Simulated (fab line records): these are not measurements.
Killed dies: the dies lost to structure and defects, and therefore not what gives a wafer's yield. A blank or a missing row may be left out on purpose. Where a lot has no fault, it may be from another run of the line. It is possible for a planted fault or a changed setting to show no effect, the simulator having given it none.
Matching of chambers :: flow n5Finfet :: aldHk-03 running N5_HKMG_FIN_HK_ALD_01: 4 sister chambers
The step deposits HfO2, target thk 1.6 nm, pulse time 3 s, purge time 3 s. 14 wafers are shown with their chamber, then 7 later ones without.

## WAFERS WITH THEIR CHAMBER
wafer: L263.2
chamber: 3
precursorPulseHeightRel: 1.018

wafer: L263.4
chamber: 0
precursorPulseHeightRel: 1.049

wafer: L263.6
chamber: 2
precursorPulseHeightRel: 0.995

wafer: L264.2
chamber: 2
precursorPulseHeightRel: 1.030

wafer: L264.5
chamber: 2
precursorPulseHeightRel: 0.985

wafer: L264.6
chamber: 3
precursorPulseHeightRel: 1.004

wafer: L268.1
chamber: 3
precursorPulseHeightRel: 1.005

wafer: L268.3
chamber: 1
precursorPulseHeightRel: 1.016

wafer: L268.5
chamber: 2
precursorPulseHeightRel: 0.990

wafer: L272.2
chamber: 1
precursorPulseHeightRel: 1.011

wafer: L272.3
chamber: 3
precursorPulseHeightRel: 1.022

wafer: L272.6
chamber: 0
precursorPulseHeightRel: 1.011

wafer: L275.1
chamber: 3
precursorPulseHeightRel: 1.003

wafer: L275.4
chamber: 2
precursorPulseHeightRel: 0.987

SIGNATURES (averages over the wafers above)
reading: precursorPulseHeightRel
chamber 0: 1.03000
chamber 1: 1.01350
chamber 2: 0.99740
chamber 3: 1.01040
scatter within a chamber: 0.0156
Rule: for each reading, subtract the chamber's mean from the wafer's reading, divide by that reading's scatter and square the result; add these up over the readings and take the root, which gives the wafer's distance from the chamber. The wafer belongs to the nearest chamber; if the next one is less than 2 further off, it can't be placed. How the scatter is found: for the shown wafers, subtract from each reading the mean of its chamber, square and add these, divide the total by (wafers less chambers), then take the root.

## WAFERS WHOSE CHAMBER IS MISSING
wafer: L275.6
precursorPulseHeightRel: 1.021

wafer: L284.3
precursorPulseHeightRel: 0.984

wafer: L284.5
precursorPulseHeightRel: 1.026

wafer: L284.6
precursorPulseHeightRel: 1.005

wafer: L285.1
precursorPulseHeightRel: 1.003

wafer: L285.2
precursorPulseHeightRel: 0.977

wafer: L285.6
precursorPulseHeightRel: 0.964

## EACH ONE'S CHAMBER
wafer: L275.6
from the rows above: can't be placed: 1 or 0 or 3 or 2
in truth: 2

wafer: L284.3
from the rows above: can't be placed: 2 or 3 or 1
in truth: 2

wafer: L284.5
from the rows above: can't be placed: 0 or 1 or 3 or 2
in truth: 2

wafer: L284.6
from the rows above: can't be placed: 3 or 2 or 1 or 0
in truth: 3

wafer: L285.1
from the rows above: can't be placed: 2 or 3 or 1 or 0
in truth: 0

wafer: L285.2
from the rows above: can't be placed: 2 or 3 or 1
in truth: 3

wafer: L285.6
from the rows above: can't be placed: 2 or 3 or 1
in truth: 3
0 of 7 placed correctly. Can't be placed from these rows: 7 (the true chamber is among the candidates in 7). 0 placed wrongly.
